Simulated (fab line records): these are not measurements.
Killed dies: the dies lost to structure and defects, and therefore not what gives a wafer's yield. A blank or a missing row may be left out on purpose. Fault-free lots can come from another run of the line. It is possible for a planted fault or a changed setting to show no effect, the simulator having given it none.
fab line records ; flow nand_harc
record: lots: 6; wafers: 18; last_day: 24
route steps=1159 shown P_M0@264
lots untouched by any fault: they come from a run of this same line in which no faults occurred
start_h: hours from the record's first day to the start of the lot's first wafer shown ; wait_h: hours since the lot's step before ; " identical to the entry in the row above ; L1.1+2: several wafers, shown together as one row ; - value missing, or start not given ; * or withheld: withheld ; < > ~ a bound
route shown NAME@n: names a module that has steps shown in the file, with the first one's number in the route ; usual: mean and standard deviation over wafers with no fault ; same: alike in all rows ; chamber/n: place in a boat ; sites: per-site readings ; _std_site: their standard deviation ; _edge_site: outer sites' mean less inner sites' ; radius_mm: for every site, how far away it sits from the centre of the wafer ; mask NAME#n: copy n ; behind: the most recent tool/chamber to have shaped the wafer ; hold: the reason the lot was held/the length of the hold in hours/how it ended ; device: whichever transistor did not switch (one of n, p or np) ; end of line: tests of these same wafers at the route's end ; a step without rows: its recipe alone ; killed: count of dies lost to structure and defects at first sort (not the wafer's yield) ; map: per-die view of a wafer (x killed, . not killed, _ where there is no die)
set.NAME: the setting that was run; set.NAME@STEP: the one run at that earlier step ; model.NAME: the simulator's own value behind a step, which no gauge read
lots at selected steps of the route; one table per step, one row per wafer
services: the hour from which a tool's chamber was out of use, counted from the record's first day as start_h (under 0 if before that day), plus the number of hours and why
== steps ==
step: NHARC_P_M0_OVL_MEAS_10
recipe: pitch_nm: 180
usual: overlay_x_nm: 0.0/0.69; overlay_y_nm: 0.2/0.77
lot.wafer;tool;chamber;start_h;wait_h;overlay_x_nm;overlay_y_nm
L967.3;overlay-01;-;134.67;-;-0.4;0.5
L967.5;overlay-01;-;134.67;-;-0.4;0.1
L967.6;overlay-01;-;134.67;-;-0.2;0.6
L978.2;overlay-01;-;205.23;-;-0.1;0.5
L978.3;overlay-01;-;205.23;-;-0.3;0.1
L978.6;overlay-01;-;205.23;-;-0.2;-0.1
L982.2;overlay-02;-;224.45;-;0.2;-0.4
L982.4;overlay-02;-;224.45;-;0.8;0.0
L982.6;overlay-02;-;224.45;-;0.4;-0.2
L981.3;overlay-02;-;227.83;-;0.3;-0.1
L981.4;overlay-02;-;227.83;-;-0.1;-0.1
L981.6;overlay-02;-;227.83;-;-0.4;0.0
L985.2;overlay-01;-;241.03;-;-0.1;1.9
L985.3;overlay-01;-;241.03;-;-0.9;1.5
L985.6;overlay-01;-;241.03;-;0.0;1.5
L987.3;overlay-01;-;249.43;-;0.2;-0.8
L987.5;overlay-01;-;249.43;-;-0.6;-0.8
L987.6;overlay-01;-;249.43;-;-0.2;-0.7
step: NHARC_P_M0_INSPECT_11
usual: raw_defect_count: 3.9/2.3
lot.wafer;tool;chamber;start_h;wait_h;raw_defect_count
L967.3;defect_inspect-02;-;134.71;0.0;1
L967.5;defect_inspect-02;-;134.71;0.0;1
L967.6;defect_inspect-02;-;134.71;0.0;4
L978.2;defect_inspect-01;-;205.27;0.0;2
L978.3;defect_inspect-01;-;205.27;0.0;3
L978.6;defect_inspect-01;-;205.27;0.0;2
L982.2;defect_inspect-02;-;224.49;0.0;7
L982.4;defect_inspect-02;-;224.49;0.0;4
L982.6;defect_inspect-02;-;224.49;0.0;6
L981.3;defect_inspect-02;-;227.86;0.0;2
L981.4;defect_inspect-02;-;227.86;0.0;3
L981.6;defect_inspect-02;-;227.86;0.0;3
L985.2;defect_inspect-02;-;241.07;0.0;1
L985.3;defect_inspect-02;-;241.07;0.0;3
L985.6;defect_inspect-02;-;241.07;0.0;2
L987.3;defect_inspect-01;-;249.47;0.0;6
L987.5;defect_inspect-01;-;249.47;0.0;5
L987.6;defect_inspect-01;-;249.47;0.0;6
step: NHARC_P_M0_DESCUM_14
recipe: time_s: 3; o2_flow_sccm: 200; ar_flow_sccm: 0; bias_power_w: 0; chemistry: O2
usual: drypump_motor_current_A: 6.0/0.49; oes_product_au: 1.002/0.0071; rf_vpp_V: 57.8/0.84; showerhead_plenum_p_Torr: 1.92/0.062; throttle_valve_pct: 11.312/0.0085
same: time_s: 3
lot.wafer;tool;chamber;start_h;wait_h;drypump_motor_current_A;oes_product_au;rf_hours_counter_h;rf_vpp_V;showerhead_plenum_p_Torr;throttle_valve_pct
L967.3;rie_diel-01;0;134.77;0.1;6.7;1.009;9.0;57.0;2.04;11.317
L967.6;rie_diel-01;3;134.77;0.1;5.2;1.013;-;58.7;1.93;11.304
L967.5;rie_diel-01;0;134.77;0.1;6.7;1.001;-;59.0;2.04;11.309
L978.2;rie_diel-01;0;205.33;0.1;6.7;1.001;3.6;59.1;2.04;11.313
L978.3;rie_diel-01;3;205.33;0.1;5.2;1.006;3.4;57.9;1.93;11.313
L978.6;rie_diel-01;0;205.33;0.1;6.7;1.004;-;59.3;2.04;11.321
L982.2;rie_diel-13;2;224.56;0.1;5.8;1.011;6.9;59.0;2.01;11.315
L982.4;rie_diel-13;0;224.56;0.1;6.3;1.002;6.0;58.6;1.81;11.314
L982.6;rie_diel-13;1;224.56;0.1;6.3;1.005;-;56.2;1.87;11.311
L981.3;rie_diel-13;3;227.92;0.1;5.6;1.003;6.3;57.2;1.88;11.323
L981.4;rie_diel-13;2;227.92;0.1;5.8;1.007;7.0;57.6;2.01;11.307
L981.6;rie_diel-13;0;227.92;0.1;6.3;0.989;-;58.1;1.82;11.322
L985.3;rie_diel-13;2;241.14;0.1;5.8;1.002;8.2;57.6;2.01;11.298
L985.2;rie_diel-13;3;241.14;0.1;5.6;0.996;7.5;57.2;1.87;11.315
L985.6;rie_diel-13;3;241.14;0.1;5.6;1.005;-;58.8;1.87;11.299
L987.3;rie_diel-01;2;249.54;0.1;6.7;1.002;6.4;58.9;1.90;11.327
L987.6;rie_diel-01;0;249.54;0.1;6.7;0.996;-;59.2;2.04;11.300
L987.5;rie_diel-01;1;249.54;0.1;6.0;1.000;-;58.4;1.87;11.319
step: NHARC_P_M0_ETCH_34
recipe: target_depth_a: 400; overetch_a: 120; time_s: 43.94; ion_energy_ev: 200; n2_flow_sccm: 150; h2_flow_sccm: 150; ar_flow_sccm: 0; rf_w: 400; bias_w: 150; chemistry: N2/H2
step: NHARC_P_M0_ETCH_15
recipe: target_depth_a: 1500; overetch_a: 150; time_s: 82.5; c4f8_flow_sccm: withheld; ar_flow_sccm: 400; rf_w: 600; bias_w: 300; chemistry: C4F8/Ar
usual: oes_product_au: 0.953/0.022; rf_vpp_V: 441.1/2.2
same: time_s: 82.5
lot.wafer;tool;chamber;start_h;wait_h;oes_product_au;rf_hours_counter_h;rf_vpp_V
L967.3;rie_diel-01;2;-;-;0.932;9.7;440.3
L967.6;rie_diel-01;0;-;-;0.926;-;445.3
L967.5;rie_diel-01;1;-;-;0.932;-;438.4
L978.3;rie_diel-01;0;-;-;0.957;3.6;444.9
L978.2;rie_diel-01;1;-;-;0.961;3.4;441.4
L978.6;rie_diel-01;3;-;-;0.972;-;440.4
L982.4;rie_diel-13;2;-;-;0.941;7.0;445.3
L982.2;rie_diel-13;3;-;-;0.930;6.2;441.2
L982.6;rie_diel-13;3;-;-;0.922;-;440.0
L981.4;rie_diel-13;1;-;-;0.971;6.8;440.6
L981.3;rie_diel-13;2;-;-;0.980;7.0;444.5
L981.6;rie_diel-13;0;-;-;0.940;-;438.0
L985.3;rie_diel-13;3;-;-;0.935;7.5;439.4
L985.2;rie_diel-13;1;-;-;0.942;8.0;438.9
L985.6;rie_diel-13;1;-;-;0.942;-;439.4
L987.3;rie_diel-01;3;-;-;0.925;7.0;441.9
L987.6;rie_diel-01;1;-;-;0.924;-;439.2
L987.5;rie_diel-01;2;-;-;0.914;-;439.6
step: NHARC_P_M0_CD_MEAS_16
usual: cd_nm: 89.9/0.65
lot.wafer;tool;chamber;start_h;wait_h;cd_nm
L967.3;cd_sem-03;-;135.07;-;89.4
L967.5;cd_sem-03;-;135.07;-;89.3
L967.6;cd_sem-03;-;135.07;-;89.9
L978.2;cd_sem-02;-;205.63;-;89.7
L978.3;cd_sem-02;-;205.63;-;88.9
L978.6;cd_sem-02;-;205.63;-;89.7
L982.2;cd_sem-02;-;224.85;-;89.1
L982.4;cd_sem-02;-;224.85;-;89.9
L982.6;cd_sem-02;-;224.85;-;89.2
L981.3;cd_sem-02;-;228.23;-;90.7
L981.4;cd_sem-02;-;228.23;-;90.4
L981.6;cd_sem-02;-;228.23;-;90.9
L985.2;cd_sem-02;-;241.47;-;90.7
L985.3;cd_sem-02;-;241.47;-;89.8
L985.6;cd_sem-02;-;241.47;-;89.8
L987.3;cd_sem-03;-;249.83;-;89.7
L987.5;cd_sem-03;-;249.83;-;90.3
L987.6;cd_sem-03;-;249.83;-;90.5
step: NHARC_P_M0_STRIP_18
recipe: power_w: 1000; n2_flow_sccm: 150; h2_flow_sccm: 150; ar_flow_sccm: 0; bias_w: 0; chemistry: N2/H2
step: NHARC_P_M0_STRIP_19
recipe: time_s: 600; temp_c: 30; chemistry: post_etch_residue_remover
step: NHARC_P_M0_DEGAS_28
recipe: temp_c: 250; time_s: 60
usual: heater_power_w: 347/23
same: time_s: 60
lot.wafer;tool;chamber;start_h;wait_h;heater_power_w
L967.3;pvd_sputter-01;-;135.71;-;346
L967.5;pvd_sputter-01;-;135.71;-;346
L967.6;pvd_sputter-01;-;135.71;-;302
L978.2;pvd_sputter-03;-;206.25;-;352
L978.3;pvd_sputter-03;-;206.25;-;366
L978.6;pvd_sputter-03;-;206.25;-;355
L982.2;pvd_sputter-01;-;225.47;-;331
L982.4;pvd_sputter-01;-;225.47;-;356
L982.6;pvd_sputter-01;-;225.47;-;345
L981.3;pvd_sputter-02;-;228.84;-;330
L981.4;pvd_sputter-02;-;228.84;-;378
L981.6;pvd_sputter-02;-;228.84;-;323
L985.3;pvd_sputter-03;-;242.10;-;344
L985.2;pvd_sputter-03;-;242.10;-;326
L985.6;pvd_sputter-03;-;242.10;-;340
L987.3;pvd_sputter-02;-;250.47;-;378
L987.5;pvd_sputter-02;-;250.47;-;328
L987.6;pvd_sputter-02;-;250.47;-;387
step: NHARC_P_M0_PRE_CLEAN_29
recipe: time_s: 30; temp_c: 280; gas: H2/He
usual: heater_power_w: 426/28
same: time_s: 30
lot.wafer;tool;chamber;start_h;wait_h;heater_power_w
L967.3;pvd_sputter-01;-;-;-;408
L967.5;pvd_sputter-01;-;-;-;421
L967.6;pvd_sputter-01;-;-;-;429
L978.2;pvd_sputter-03;-;-;-;418
L978.3;pvd_sputter-03;-;-;-;413
L978.6;pvd_sputter-03;-;-;-;413
L982.4;pvd_sputter-01;-;-;-;372
L982.2;pvd_sputter-01;-;-;-;417
L982.6;pvd_sputter-01;-;-;-;405
L981.4;pvd_sputter-02;-;-;-;422
L981.3;pvd_sputter-02;-;-;-;473
L981.6;pvd_sputter-02;-;-;-;460
L985.3;pvd_sputter-03;-;-;-;393
L985.2;pvd_sputter-03;-;-;-;445
L985.6;pvd_sputter-03;-;-;-;403
L987.3;pvd_sputter-02;-;-;-;469
L987.5;pvd_sputter-02;-;-;-;458
L987.6;pvd_sputter-02;-;-;-;409
step: NHARC_P_M0_PVD_20
recipe: target_thk_a: 50; bias_v: 168.6; power_w: 15000; chamber_pressure_pa: 0.12; time_s: 8.06; substrate_temp_c: 50; material: TaN
usual: throttle_valve_pct: 30.1/0.82
same: time_s: 8.06
lot.wafer;tool;chamber;start_h;wait_h;throttle_valve_pct
L967.3;pvd_sputter-01;-;-;-;29.7
L967.6;pvd_sputter-01;-;-;-;29.8
L967.5;pvd_sputter-01;-;-;-;30.1
L978.2;pvd_sputter-03;-;-;-;30.0
L978.3;pvd_sputter-03;-;-;-;31.0
L978.6;pvd_sputter-03;-;-;-;30.8
L982.4;pvd_sputter-01;-;-;-;30.2
L982.2;pvd_sputter-01;-;-;-;30.1
L982.6;pvd_sputter-01;-;-;-;30.3
L981.4;pvd_sputter-02;-;-;-;30.8
L981.3;pvd_sputter-02;-;-;-;28.6
L981.6;pvd_sputter-02;-;-;-;30.3
L985.3;pvd_sputter-03;-;-;-;29.5
L985.2;pvd_sputter-03;-;-;-;31.3
L985.6;pvd_sputter-03;-;-;-;30.8
L987.3;pvd_sputter-02;-;-;-;31.1
L987.5;pvd_sputter-02;-;-;-;28.4
L987.6;pvd_sputter-02;-;-;-;31.4
step: NHARC_P_M0_PVD_21
recipe: target_thk_a: 300; chamber_pressure_pa: 5; power_w: 5000; substrate_temp_c: 30; time_s: 20.49; material: Cu
step: NHARC_P_M0_ECD_22
recipe: target_thk_a: 4000; bath_temp_c: 25; material: Cu
usual: bath_temp_c: 25.02/0.1
lot.wafer;tool;chamber;start_h;wait_h;bath_temp_c
L967.3;ecd_cu-02;0;136.15;-;25.06
L967.6;ecd_cu-02;0;136.15;-;25.03
L967.5;ecd_cu-02;1;136.15;-;25.12
L978.2;ecd_cu-01;1;206.61;-;25.07
L978.3;ecd_cu-01;1;206.61;-;24.94
L978.6;ecd_cu-01;1;206.61;-;24.95
L982.2;ecd_cu-02;0;225.84;-;25.02
L982.4;ecd_cu-02;0;225.84;-;24.98
L982.6;ecd_cu-02;1;225.84;-;24.96
L981.3;ecd_cu-02;0;229.30;-;25.04
L981.4;ecd_cu-02;1;229.30;-;25.19
L981.6;ecd_cu-02;1;229.30;-;24.95
L985.2;ecd_cu-01;0;242.52;-;25.15
L985.3;ecd_cu-01;1;242.52;-;24.91
L985.6;ecd_cu-01;1;242.52;-;25.03
L987.3;ecd_cu-01;0;251.02;-;25.11
L987.6;ecd_cu-01;0;251.02;-;25.15
L987.5;ecd_cu-01;1;251.02;-;25.00
step: NHARC_P_M0_ANNEAL_30
recipe: temp_c: 225; time_s: 90
step: NHARC_P_M0_CMP_23
recipe: t_overpolish_s: 20; target_thk_nm: 117.53
usual: edge_zone_pressure_frac: 1.000/0.0053; motor_current_A: 12.0/1.1; pad_life_wafers: 241/150; time_to_endpoint_s: 28.9/1.8
lot.wafer;tool;chamber;start_h;wait_h;edge_zone_pressure_frac;motor_current_A;pad_life_wafers;time_to_endpoint_s
L967.3;cmp-03;1;136.86;-;0.996;12.0;429;30.7
L967.5;cmp-03;2;136.86;-;1.003;11.4;-;30.3
L967.6;cmp-03;3;136.86;-;1.005;11.6;-;30.5
L978.3;cmp-03;0;207.38;-;0.999;13.8;259;26.4
L978.2;cmp-03;2;207.38;-;0.995;11.2;261;27.9
L978.6;cmp-03;3;207.38;-;1.003;11.4;-;26.9
L982.4;cmp-01;0;226.59;-;0.999;10.8;211;9.8
L982.2;cmp-01;2;226.59;-;1.001;11.8;213;29.3
L982.6;cmp-01;3;226.59;-;1.002;11.5;-;26.3
L981.3;cmp-03;1;229.91;-;0.996;12.3;390;29.6
L981.4;cmp-03;0;229.91;-;1.001;13.5;393;11.0
L981.6;cmp-03;2;229.91;-;1.006;11.2;-;28.2
L985.2;cmp-04;0;243.37;-;1.001;14.2;206;28.0
L985.3;cmp-04;1;243.37;-;1.009;9.9;207;31.5
L985.6;cmp-04;2;243.37;-;0.991;12.5;-;29.2
L987.3;cmp-01;0;251.75;-;0.992;12.1;315;29.0
L987.6;cmp-01;1;251.75;-;0.999;11.9;-;27.6
L987.5;cmp-01;2;251.75;-;0.997;11.4;-;29.0
== services ==
tool;chamber;start_h;hours;kind
rie_diel-01;0;116.80;-;clean
rie_diel-13;1;117.18;2.7;repair
pvd_sputter-01;-;122.65;1.6;repair
cmp-01;-;123.63;0.9;repair
pvd_sputter-03;-;127.02;8.8;repair
rie_diel-01;-;137.80;9.0;pm
pvd_sputter-01;-;150.90;3.5;repair
cmp-03;-;157.17;4.0;pm
pvd_sputter-01;-;158.00;10.0;pm
pvd_sputter-02;-;170.59;4.0;repair
pvd_sputter-01;-;174.45;6.7;repair
cmp-01;-;179.52;4.0;pm
ecd_cu-02;-;180.00;8.0;pm
pvd_sputter-03;-;191.86;2.5;repair
cmp-04;-;197.43;1.3;repair
cmp-04;-;204.98;4.0;pm
pvd_sputter-02;-;209.49;1.5;repair
pvd_sputter-02;-;214.00;10.0;pm
cmp-03;-;218.23;0.4;repair
cmp-04;-;227.00;1.6;repair
cmp-04;-;235.24;0.9;repair
cmp-01;-;236.79;11.6;repair
rie_diel-13;0;239.72;8.6;repair
ecd_cu-02;-;244.96;0.3;repair
== key ==
first_sign: step: NHARC_P_M0_CMP_23; reading: time_to_endpoint_s; direction: down; sigmas: 10; usual: *; struck: *
effect none on later readings
met_at NHARC_P_M0_ECD_22
struck_wafers L981.4,L982.4
later_rows_left_out L981.4,L982.4
sort_left_out L981.4,L982.4
onset_between 136.15 225.84
fault: kind: process_parameter_drift; tool: ecd_cu-02; chamber: -; onset_h: 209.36; steps: NHARC_P_M0_ECD_22; channel: target_thk_a; offset: *; shape: step; end_h: 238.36; scope: struck_wafers_only; acts_in: *; stated: *
sort_left_out: the simulated sort isn't trusted on such a fault, so these wafers' sort isn't shown, and their yield isn't known
later_rows_left_out: the simulator's readings of these wafers behind a module that went badly wrong aren't trusted and aren't shown, but for the sort
